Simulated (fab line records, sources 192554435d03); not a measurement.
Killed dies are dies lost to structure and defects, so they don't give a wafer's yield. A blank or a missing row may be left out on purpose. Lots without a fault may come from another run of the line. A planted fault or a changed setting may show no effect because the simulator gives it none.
A struck lot beside a sound one | flow n5_finfet | 15 steps out of a route of 1938
Sound: wafers L333.3, L333.4, L333.5. Struck: wafers L337.1, L337.3, L337.4. The cause comes at the end.
At each step with rows: each side's tool, then ch and its chambers, then its first start. Under that, the readings that differ: sound wafers | struck wafers | difference of the means | sigmas: that difference in standard deviations of wafers without a fault.
alike: readings whose means differ by less than 2 such deviations, and words and numbers that are the same on both sides. not compared: withheld readings, readings that some wafer has no value for, bounds like >300 that may hide the same value, and numbers for which the record gives no deviation and whose values overlap.
The two part at a step that has a row with sigmas, a row that says differs or no value, or rows on one side only. Numbers that don't overlap but have no deviation are shown without sigmas and don't part them. A reading that every wafer of one side lacks parts them only if that side has two wafers or more.

first, 7 steps without rows for these wafers: N5_BEOL_M12_COAT_22 (resist thk 300 nm); N5_BEOL_M12_EBR_24; N5_BEOL_M12_SOFTBAKE_23 (time 60 s); N5_BEOL_M12_EXPOSE_25 (exposes mask M12); N5_BEOL_M12_PEB_26 (peb time 90 s); N5_BEOL_M12_DEVELOP_27 (develop time 45 s); N5_BEOL_M12_HARDBAKE_32 (time 120 s).
N5_BEOL_M12_CD_MEAS_28: target cd 160.2 nm.
  sound on cd_sem-03 ch 0, day 13 13:32; struck on cd_sem-03 ch 0, day 15 01:07
  alike: cd_nm
N5_BEOL_M12_OVL_MEAS_29:
  sound on overlay-01 ch 0, day 13 13:34; struck on overlay-01 ch 0, day 15 01:08
  alike: M12_OVL
N5_BEOL_M12_INSPECT_30: inspects for defects (macro).
  sound on defect_inspect-02, day 13 13:35; struck on defect_inspect-02, day 15 01:10
  alike: raw_defect_count
N5_BEOL_M12_DESCUM_33: chemistry O2, time 7.9 s.
  sound on rie_diel-04 ch 0,1,3, day 13 13:37; struck on rie_diel-04 ch 0,1,3, day 15 01:12
  alike: bias_power_w, chamber_pressure_mTorr, drypump_motor_current_A, oes_product_au, rf_vpp_V, showerhead_plenum_p_Torr, temp_c, throttle_valve_pct
  not compared: rf_hours_counter_h
N5_BEOL_M12_ETCH_67: etches SiARC in CF4, target depth 143 nm, time 238.3 s.
  sound on rie_diel-04 ch 0,1,3, day 13 13:40; struck on rie_diel-04 ch 0,1,3, day 15 01:14
  alike: chamber_pressure_mTorr, drypump_motor_current_A, etch_rf_on_time_s, mfc_ar_sccm, oes_product_au, rf_vpp_V, showerhead_plenum_p_Torr, throttle_valve_pct
  not compared: rf_hours_counter_h
N5_BEOL_M12_ETCH_68: etches SOC in N2/H2, time 285 s.
  sound on rie_diel-04 ch 0,1,3, day 13 13:48; struck on rie_diel-04 ch 0,1,3, day 15 01:23
  reading                                     | sound        | struck         | difference | sigmas
  model.SiARC_of_BEOL_M12_COAT_66.thk_nm (nm) | 86 84.8 85.6 | 76.4 77.4 76.2 | -8.8       |
  alike: chamber_pressure_mTorr, drypump_motor_current_A, oes_product_au, rf_vpp_V, showerhead_plenum_p_Torr, temp_c, throttle_valve_pct
  not compared: rf_hours_counter_h
then, 1 step without rows for these wafers: N5_BEOL_M12_STRIP_69 (strips in N2/H2).
-- the record jumps here: 2 days lie between the struck wafers' starts before and after (it left off in module BEOL_M12 and takes up again in module PASSIVATION, whose first step shown is number 1936 of the route) --
N5_PASSIVATION_PROBE_49:
  sound on prober-01, day 14 23:27; struck on prober-01, day 17 02:24
  alike: defect_limited_yield, killed_at_M0_to_M3, killed_at_M4_up, killed_at_contacts, killed_at_front_end, killed_at_other, killed_dies, killed_open, killed_short, sort_bin_5_function, sort_bin_6_memory, sort_bin_8_speed, sort_n_pass

WHERE THEY PART
Nowhere in this record.

WHY: what the simulator had put in
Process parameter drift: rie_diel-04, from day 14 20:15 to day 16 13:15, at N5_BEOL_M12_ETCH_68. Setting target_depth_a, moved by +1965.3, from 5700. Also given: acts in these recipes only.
